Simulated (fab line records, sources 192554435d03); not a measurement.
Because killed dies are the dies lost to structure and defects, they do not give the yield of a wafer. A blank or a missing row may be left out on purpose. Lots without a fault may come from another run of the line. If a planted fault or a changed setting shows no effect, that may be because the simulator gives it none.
A lot that was struck, set against a sound lot | flow n5Finfet | 36 steps out of a route of 1938
Sound: these wafers, L622.1, L622.5, L622.6. Struck: wafer L620.2 (left out: L620.4, a lot-mate that was not struck); the cause follows at the end.
For every step that has rows: the tool of each side, followed by ch and its chambers, followed by its first start. Under that, the readings that differ: sound wafers | struck wafers | difference of the means | sigmas: that difference in standard deviations of wafers without a fault.
alike: a reading whose means differ by less than 2 such deviations, as well as words and numbers matching on both sides. not compared: withheld readings; readings where some wafer has no value; bounds like >300 that might hide an equal value; numbers whose values overlap and for which the record gives no deviation.
A row with sigmas, a row that says differs or no value, or rows on one side alone: a step with any of these is where the two part. When numbers do not overlap yet have no deviation, they are printed without sigmas and do not part them. A reading that every wafer of one side lacks parts them only if that side has two wafers or more.

first, 9 steps without rows for these wafers: N5_BEOL_M4_ANNEAL_95 (time 240 s); N5_BEOL_M4_SPUTTER_96 (material Cu, target thk 4.5 nm, time 8.29 s); N5_BEOL_M4_ECD_50 (material Cu, target thk 300 nm); N5_BEOL_M4_ANNEAL_51 (time 90 s); N5_BEOL_M4_CMP_52 (polishes, stops on SiOC, t overpolish 6.8 s, target thk 40 nm); N5_BEOL_M4_PRE_CLEAN_60 (time 15 s); N5_BEOL_M4_CO_CAP_55 (material Co, precursor CCTBA/H2, target thk 2 nm, time 102.1 s); N5_BEOL_M4_PRE_CLEAN_56 (time 15 s); N5_BEOL_M4_DEP_57 (deposits SiCN from 3MS/NH3, target thk 8 nm, time 14 s).
N5_BEOL_M4_RC_MEAS_101:
  sound on prober-01 ch 0, day 12 05:32; struck on prober-02 ch 0, day 11 09:50
reading        | sound          | struck | difference | sigmas
DIBL_P (mV/V)  | 33.3 32.6 30.9 | 37.3   | +5.0       | +2
IOFF_N (nA/um) | 0.11 0.11 0.09 | 0.21   | +0.11      | +3
IOFF_P (nA/um) | 0.15 0.15 0.13 | 0.30   | +0.16      | +4
ION_P (uA/um)  | 456 437 452    | 472    | +24        | +3
SS_N (mV/dec)  | 70.8 71.5 70.0 | 72.5   | +1.7       | +2
SS_P (mV/dec)  | 72.6 72.1 71.6 | 73.7   | +1.6       | +2
VT_N (mV)      | 257 253 256    | 247    | -8         | -2
VT_P (mV)      | -256 -253 -256 | -243   | +12        | +4
  alike: DIBL_N, ION_N
then, 24 steps without rows for these wafers: N5_BEOL_M5_ILD_DEP_00 (deposits SiCOH lowk from DEMS/porogen, target thk 140.64 nm, time 25.9 s); N5_BEOL_M5_CURE_79 (cures SiCOH lowk, time 240 s); N5_BEOL_M5_PECVD_70 (deposits SiO2 from TEOS/O2, target thk 16 nm, time 18 s); N5_BEOL_M5_HM_DEP_02 (deposits TiN, target thk 20 nm); N5_BEOL_M5_COAT_59 (time 60 s, resist thk 60 nm); N5_BEOL_M5_COAT_60 (time 60 s, resist thk 12 nm); N5_BEOL_M5_COAT_71 (time 60 s, resist thk 5 nm); N5_BEOL_M5_COAT_05 (resist thk 30 nm); N5_BEOL_M5_EBR_07; N5_BEOL_M5_SOFTBAKE_06 (time 60 s); N5_BEOL_M5_EXPOSE_08 (exposes mask M5, target cd 28 nm); N5_BEOL_M5_PEB_09 (peb time 60 s); N5_BEOL_M5_DEVELOP_10 (develop time 30 s); N5_BEOL_M5_DESCUM_16 (chemistry O2, time 7 s); N5_BEOL_M5_ETCH_72 (etches underlayer in N2/H2, target depth 6.5 nm, time 5.2 s); N5_BEOL_M5_ETCH_61 (etches SiARC in CF4, target depth 15.6 nm, time 26 s); N5_BEOL_M5_ETCH_62 (etches SOC in N2/H2, target depth 75 nm, overetch 15 nm, time 112.5 s); N5_BEOL_M5_STRIP_63 (strips in N2/H2); N5_BEOL_M5_STRIP_73 (strips in N2/H2); N5_BEOL_M5_STRIP_64 (strips in CF4); N5_BEOL_M5_HM_OPEN_17 (chemistry Cl2/BCl3, target TiN, target depth 20 nm, overetch 6 nm); N5_BEOL_M5_STRIP_19 (strips in O2); N5_BEOL_M5_COAT_65 (time 60 s, resist thk 60 nm); N5_BEOL_M5_COAT_66 (time 60 s, resist thk 12 nm).
-- record jumps: 3 days separate the struck wafers' starts on either side; left off in module BEOL_M5, taken up again in module BEOL_M11, whose first shown step is the route's number 1575 --
N5_BEOL_M11_VIA_ETCH_34: etches SiCOH lowk in C4F6/O2, target depth 184.5 nm, time 69.2 s.
  sound on rieDiel-02 ch 0,1,3, day 14 17:26; struck on rieDiel-04 ch 1, day 14 02:57
reading                                  | sound             | struck | difference | sigmas
model.etch.depthNm (nm)                  | 179.6 184.2 176.7 | 137.7  | -42.5      | 
model.SOC_of_BEOL_M11_COAT_63.thkNm (nm) | 92.4 92.4 92.8    | 93.4   | +0.9       | 
  alike: O2_flow_sccm, biasW, drypumpMotorCurrentA, mfcArSccm, oesProductAu, rfVppV, showerheadPlenumPTorr, throttleValvePct
  not compared: rfHoursCounterH
N5_PASSIVATION_PROBE_49:
  only the struck wafers here have rows in the record (prober-01, day 16 02:22); the sound ones have none

== WHERE THEY PART ==
At N5_BEOL_M4_RC_MEAS_101 first; at N5_PASSIVATION_PROBE_49 last (within this record only).

WHY: what the simulator had put in
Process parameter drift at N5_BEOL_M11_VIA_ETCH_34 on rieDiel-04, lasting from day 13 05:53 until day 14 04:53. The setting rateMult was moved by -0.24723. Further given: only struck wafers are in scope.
